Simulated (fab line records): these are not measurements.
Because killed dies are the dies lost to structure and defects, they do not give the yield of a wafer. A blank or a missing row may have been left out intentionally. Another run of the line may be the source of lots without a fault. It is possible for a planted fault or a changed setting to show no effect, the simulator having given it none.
Chamber matching || flow nand-harc || NHARC_P_GATE_STRIP_101 on rie-diel-03 has 4 sister chambers
The step strips in O2, time 20 s. 20 wafers are shown with their chamber, then 10 later ones without.

== EACH WAFER AND ITS CHAMBER ==
{"wafer": "L075.1", "chamber": 3, "showerhead-plenum-p-Torr (Torr)": 3.36, "oes-product-au (a.u.)": 0.982, "throttle-valve-pct (%)": 17.056}
{"wafer": "L075.2", "chamber": 0, "showerhead-plenum-p-Torr (Torr)": 3.60, "oes-product-au (a.u.)": 0.989, "throttle-valve-pct (%)": 17.039}
{"wafer": "L075.5", "chamber": 3, "showerhead-plenum-p-Torr (Torr)": 3.36, "oes-product-au (a.u.)": 0.997, "throttle-valve-pct (%)": 17.035}
{"wafer": "L076.1", "chamber": 3, "showerhead-plenum-p-Torr (Torr)": 3.36, "oes-product-au (a.u.)": 0.990, "throttle-valve-pct (%)": 17.023}
{"wafer": "L076.3", "chamber": 0, "showerhead-plenum-p-Torr (Torr)": 3.60, "oes-product-au (a.u.)": 0.996, "throttle-valve-pct (%)": 17.028}
{"wafer": "L076.4", "chamber": 2, "showerhead-plenum-p-Torr (Torr)": 3.58, "oes-product-au (a.u.)": 1.000, "throttle-valve-pct (%)": 17.033}
{"wafer": "L079.2", "chamber": 2, "showerhead-plenum-p-Torr (Torr)": 3.58, "oes-product-au (a.u.)": 1.001, "throttle-valve-pct (%)": 17.040}
{"wafer": "L079.5", "chamber": 1, "showerhead-plenum-p-Torr (Torr)": 3.55, "oes-product-au (a.u.)": 0.984, "throttle-valve-pct (%)": 17.032}
{"wafer": "L079.6", "chamber": 0, "showerhead-plenum-p-Torr (Torr)": 3.60, "oes-product-au (a.u.)": 0.985, "throttle-valve-pct (%)": 17.032}
{"wafer": "L080.1", "chamber": 2, "showerhead-plenum-p-Torr (Torr)": 3.58, "oes-product-au (a.u.)": 0.991, "throttle-valve-pct (%)": 17.034}
{"wafer": "L080.2", "chamber": 0, "showerhead-plenum-p-Torr (Torr)": 3.59, "oes-product-au (a.u.)": 0.995, "throttle-valve-pct (%)": 17.031}
{"wafer": "L080.5", "chamber": 3, "showerhead-plenum-p-Torr (Torr)": 3.36, "oes-product-au (a.u.)": 0.991, "throttle-valve-pct (%)": 17.050}
{"wafer": "L081.1", "chamber": 0, "showerhead-plenum-p-Torr (Torr)": 3.59, "oes-product-au (a.u.)": 0.982, "throttle-valve-pct (%)": 17.024}
{"wafer": "L081.2", "chamber": 3, "showerhead-plenum-p-Torr (Torr)": 3.36, "oes-product-au (a.u.)": 0.987, "throttle-valve-pct (%)": 17.041}
{"wafer": "L081.4", "chamber": 1, "showerhead-plenum-p-Torr (Torr)": 3.55, "oes-product-au (a.u.)": 0.996, "throttle-valve-pct (%)": 17.029}
{"wafer": "L083.2", "chamber": 1, "showerhead-plenum-p-Torr (Torr)": 3.55, "oes-product-au (a.u.)": 0.989, "throttle-valve-pct (%)": 17.033}
{"wafer": "L083.5", "chamber": 0, "showerhead-plenum-p-Torr (Torr)": 3.59, "oes-product-au (a.u.)": 0.980, "throttle-valve-pct (%)": 17.037}
{"wafer": "L083.6", "chamber": 3, "showerhead-plenum-p-Torr (Torr)": 3.36, "oes-product-au (a.u.)": 0.990, "throttle-valve-pct (%)": 17.022}
{"wafer": "L087.1", "chamber": 3, "showerhead-plenum-p-Torr (Torr)": 3.36, "oes-product-au (a.u.)": 0.998, "throttle-valve-pct (%)": 17.040}
{"wafer": "L087.3", "chamber": 0, "showerhead-plenum-p-Torr (Torr)": 3.59, "oes-product-au (a.u.)": 0.986, "throttle-valve-pct (%)": 17.041}

SIGNATURES, as means of the wafers listed above
{"reading": "showerhead-plenum-p-Torr", "chamber 0": 3.5943, "chamber 1": 3.5500, "chamber 2": 3.5800, "chamber 3": 3.3600, "scatter within a chamber": 0.00327}
{"reading": "oes-product-au", "chamber 0": 0.98757, "chamber 1": 0.98967, "chamber 2": 0.99733, "chamber 3": 0.99071, "scatter within a chamber": 0.00582}
{"reading": "throttle-valve-pct", "chamber 0": 17.03314, "chamber 1": 17.03133, "chamber 2": 17.03567, "chamber 3": 17.03814, "scatter within a chamber": 0.00879}
Rule: distance of a wafer from a chamber = root of the sum over the readings of ((wafer's reading minus chamber's mean) / reading's scatter) squared. The wafer belongs to the nearest chamber; if the next one is less than 2 further off, it can't be placed. How the scatter is found: for the shown wafers, subtract from each reading the mean of its chamber, square and add these, divide the total by (wafers less chambers), then take the root.

== WAFERS WHOSE CHAMBER IS MISSING ==
{"wafer": "L087.5", "showerhead-plenum-p-Torr (Torr)": 3.58, "oes-product-au (a.u.)": 0.996, "throttle-valve-pct (%)": 17.038}
{"wafer": "L089.3", "showerhead-plenum-p-Torr (Torr)": 3.54, "oes-product-au (a.u.)": 1.002, "throttle-valve-pct (%)": 17.040}
{"wafer": "L089.5", "showerhead-plenum-p-Torr (Torr)": 3.57, "oes-product-au (a.u.)": 1.004, "throttle-valve-pct (%)": 17.037}
{"wafer": "L089.6", "showerhead-plenum-p-Torr (Torr)": 3.54, "oes-product-au (a.u.)": 0.988, "throttle-valve-pct (%)": 17.038}
{"wafer": "L090.1", "showerhead-plenum-p-Torr (Torr)": 3.36, "oes-product-au (a.u.)": 0.988, "throttle-valve-pct (%)": 17.035}
{"wafer": "L090.3", "showerhead-plenum-p-Torr (Torr)": 3.59, "oes-product-au (a.u.)": 0.985, "throttle-valve-pct (%)": 17.026}
{"wafer": "L090.5", "showerhead-plenum-p-Torr (Torr)": 3.57, "oes-product-au (a.u.)": 0.998, "throttle-valve-pct (%)": 17.050}
{"wafer": "L094.1", "showerhead-plenum-p-Torr (Torr)": 3.59, "oes-product-au (a.u.)": 1.004, "throttle-valve-pct (%)": 17.041}
{"wafer": "L094.3", "showerhead-plenum-p-Torr (Torr)": 3.36, "oes-product-au (a.u.)": 1.001, "throttle-valve-pct (%)": 17.032}
{"wafer": "L094.4", "showerhead-plenum-p-Torr (Torr)": 3.57, "oes-product-au (a.u.)": 0.996, "throttle-valve-pct (%)": 17.034}

== EACH ONE'S CHAMBER ==
{"wafer": "L087.5", "from the rows above": 2, "in truth": 2}
{"wafer": "L089.3", "from the rows above": 1, "in truth": 1}
{"wafer": "L089.5", "from the rows above": 2, "in truth": 2}
{"wafer": "L089.6", "from the rows above": 1, "in truth": 1}
{"wafer": "L090.1", "from the rows above": 3, "in truth": 3}
{"wafer": "L090.3", "from the rows above": 0, "in truth": 0}
{"wafer": "L090.5", "from the rows above": 2, "in truth": 2}
{"wafer": "L094.1", "from the rows above": "can't be placed: 0 or 2", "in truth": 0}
{"wafer": "L094.3", "from the rows above": 3, "in truth": 3}
{"wafer": "L094.4", "from the rows above": 2, "in truth": 2}
Correctly placed: 9 of 10. Can't be placed from these rows: 1 (the true chamber is among the candidates in 1). 0 placed wrongly.
